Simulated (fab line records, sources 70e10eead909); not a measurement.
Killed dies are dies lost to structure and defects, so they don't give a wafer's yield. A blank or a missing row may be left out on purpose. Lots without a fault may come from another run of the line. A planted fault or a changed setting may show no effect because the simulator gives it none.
Which tool did it? | flow nand_harc | 6 lots, 18 wafers sampled, at 5 steps of a route of 1302

WHAT THE GAUGES READ, wafer by wafer
NHARC_END_SORT_01.
lot | measured | on | killed_at_array

WHICH TOOL RAN EACH LOT (tool, then ch and the chambers of the sampled wafers, then the start)
lot  | NHARC_A_STAIRCASE_TRIM_12          | NHARC_A_STAIRCASE_ETCH_17          | NHARC_A_STAIRCASE_TRIM_18      | NHARC_A_STAIRCASE_ETCH_27
L995 | rie_diel-12 ch 0,1,3, day 16 14:27 | rie_diel-12 ch 1,2, day 16 15:25   | rie_diel-12 ch 0,3, no start   | rie_diel-12 ch 2,3, no start
L998 | rie_diel-06 ch 0,1,3, day 17 17:53 | rie_diel-06 ch 0,3, day 17 18:33   | rie_diel-06 ch 0,1, no start   | rie_diel-01 ch 1,2, no start
L108 | rie_diel-12 ch 0,2,3, day 22 02:40 | rie_diel-12 ch 0,1,2, day 22 03:28 | rie_diel-12 ch 2,3, no start   | rie_diel-06 ch 1,2,3, no start
L112 | rie_diel-12 ch 0,1,2, day 23 03:13 | rie_diel-12 ch 0,1,2, day 23 04:38 | rie_diel-12 ch 0,1,2, no start | rie_diel-06 ch 1,2,3, no start
L114 | rie_diel-01 ch 1,2, day 23 22:22   | rie_diel-01 ch 2,3, day 23 22:59   | rie_diel-01 ch 1,3, no start   | rie_diel-12 ch 0,3, no start
L115 | rie_diel-06 ch 0,1, day 24 21:42   | rie_diel-06 ch 0,3, day 24 22:19   | rie_diel-06 ch 0,3, no start   | rie_diel-06 ch 1,2, no start
- NHARC_A_STAIRCASE_TRIM_12: chemistry O2, time 211.2 s.
- NHARC_A_STAIRCASE_ETCH_17: etches the open film in C4F8/O2, target depth 100 nm, time 40.5 s.
- NHARC_A_STAIRCASE_TRIM_18: chemistry O2, time 211.2 s.
- NHARC_A_STAIRCASE_ETCH_27: etches the open film in C4F8/O2, target depth 100 nm, time 40.5 s.

THE ANSWER, worked out from the rows above alone
Rule: what is usual is taken from the lots themselves. Put in order of their means at a reading, lots are off if they are a third of the lots or fewer, leave a main group of 4 or more, and stand apart from it by a gap of 3 or more times the standard deviation of the main group's means; of several such gaps the widest counts. A main group whose means are all the same, to the digits that the tables above print for the reading, isn't used. A lot without any number at a reading at which 4 lots or more have one is off too. The other lots that the step has rows for count as sound.
No lot is off at any reading shown: from this, nothing can be told.

WHAT THE SIMULATOR HAD PUT IN
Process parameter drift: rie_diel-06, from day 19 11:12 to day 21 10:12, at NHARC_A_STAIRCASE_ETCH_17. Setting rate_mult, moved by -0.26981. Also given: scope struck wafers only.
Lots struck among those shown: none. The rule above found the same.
